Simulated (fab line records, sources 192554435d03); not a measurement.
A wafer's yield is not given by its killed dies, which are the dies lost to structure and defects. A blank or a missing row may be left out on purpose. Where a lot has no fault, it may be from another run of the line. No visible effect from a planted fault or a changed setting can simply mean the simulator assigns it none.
Struck lot and sound lot, side by side -- flow n5 finfet -- 17 out of 1938 route steps
Sound: the wafers L652.1, L652.2, L652.5. Struck: wafers L663.2, L663.5. (L663.6 of the same lot was not struck and is left out.) The cause comes at the end.
Order at every step that has rows: each side's tool, ch and its chambers, its first start. Under that, the readings that differ: sound wafers -- struck wafers -- difference of the means -- sigmas: that difference in standard deviations of wafers without a fault.
alike: a reading whose means differ by less than 2 such deviations, as well as words and numbers matching on both sides. not compared: withheld readings; readings where some wafer has no value; bounds like >300 that might hide an equal value; numbers whose values overlap and for which the record gives no deviation.
The two part at a step that has a row with sigmas, a row that says differs or no value, or rows on one side only. Non-overlapping numbers with no deviation appear without sigmas and do not part them. A reading missing from all wafers of one side parts the sides only when that side holds two or more wafers.

first, 2 steps without rows for these wafers: N5_BEOL_M2_ANNEAL_82 (time 240 s); N5_BEOL_M2_SPUTTER_86 (material Cu, target thk 4.5 nm, time 8.29 s).
N5_BEOL_M2_ANNEAL_87: time 240 s.
  struck on pvd sputter-01, day 13 02:14; sound on pvd sputter-02, day 10 01:57
  alike: heater power w
then, 3 steps without rows for these wafers: N5_BEOL_M2_SPUTTER_88 (material Cu, target thk 4.5 nm, time 8.29 s); N5_BEOL_M2_ANNEAL_89 (time 240 s); N5_BEOL_M2_SPUTTER_90 (material Cu, target thk 4.5 nm, time 8.29 s).
N5_BEOL_M2_ANNEAL_91: time 240 s.
  struck on pvd sputter-01, day 13 02:40; sound on pvd sputter-02, day 10 02:23
  alike: heater power w
then, 1 step without rows for these wafers: N5_BEOL_M2_SPUTTER_92 (material Cu, target thk 4.5 nm, time 8.29 s).
N5_BEOL_M2_ANNEAL_93: time 240 s.
  struck on pvd sputter-01, day 13 02:53; sound on pvd sputter-02, day 10 02:37
  alike: heater power w
then, 2 steps without rows for these wafers: N5_BEOL_M2_SPUTTER_94 (material Cu, target thk 4.5 nm, time 8.29 s); N5_BEOL_M2_ANNEAL_95 (time 240 s).
N5_BEOL_M2_SPUTTER_96: material Cu, target thk 4.5 nm, time 8.29 s.
  struck on pvd sputter-01, day 13 03:15; sound on pvd sputter-02, day 10 02:58
  alike: throttle valve pct
N5_BEOL_M2_ECD_50: material Cu, target thk 300 nm.
  sound on ecd cu-02 ch 0,1, day 10 03:05; struck on ecd cu-02 ch 0,1, day 13 03:22
reading,sound,struck,difference,sigmas
model.Cu_of_BEOL_M2_ECD_50.thk nm (nm),296.6 300.8 299.4,225.8 224.8,-73.6,
N5_BEOL_M2_ANNEAL_51: time 90 s.
  sound on rtp anneal-02 ch 0, day 10 03:10; struck on rtp anneal-02 ch 0, day 13 03:31
  alike: wafer_temp_C_max
N5_BEOL_M2_CMP_52: polishes, stops on SiOC, t overpolish 6.8 s, target thk 40 nm.
  sound on cmp-03 ch 2,3, day 10 03:31; struck on cmp-01 ch 3, day 13 03:48
reading,sound,struck,difference,sigmas
time to endpoint s (s),65 70 69,40 42,-27,-7
  alike: motor current A
N5_BEOL_M2_THK_MEAS_53: measures by xrf.
  struck on film metro-02, day 13 04:04; sound on film metro-02, day 10 03:46
  alike: M2_THK
N5_BEOL_M4_RC_MEAS_101:
  sound on prober-02 ch 0, day 11 09:22; struck on prober-01 ch 0, day 14 07:36
  alike: DIBL_N, DIBL_P, IOFF_N, IOFF_P, ION_N, ION_P, SS_N, SS_P, VT_N, VT_P

WHERE THEY PART
At N5_BEOL_M2_CMP_52 and nowhere else, as far as this record goes. Later steps at which nothing parts them and some readings are alike: N5_BEOL_M2_THK_MEAS_53, N5_BEOL_M4_RC_MEAS_101.

WHY: the cause the simulator had injected
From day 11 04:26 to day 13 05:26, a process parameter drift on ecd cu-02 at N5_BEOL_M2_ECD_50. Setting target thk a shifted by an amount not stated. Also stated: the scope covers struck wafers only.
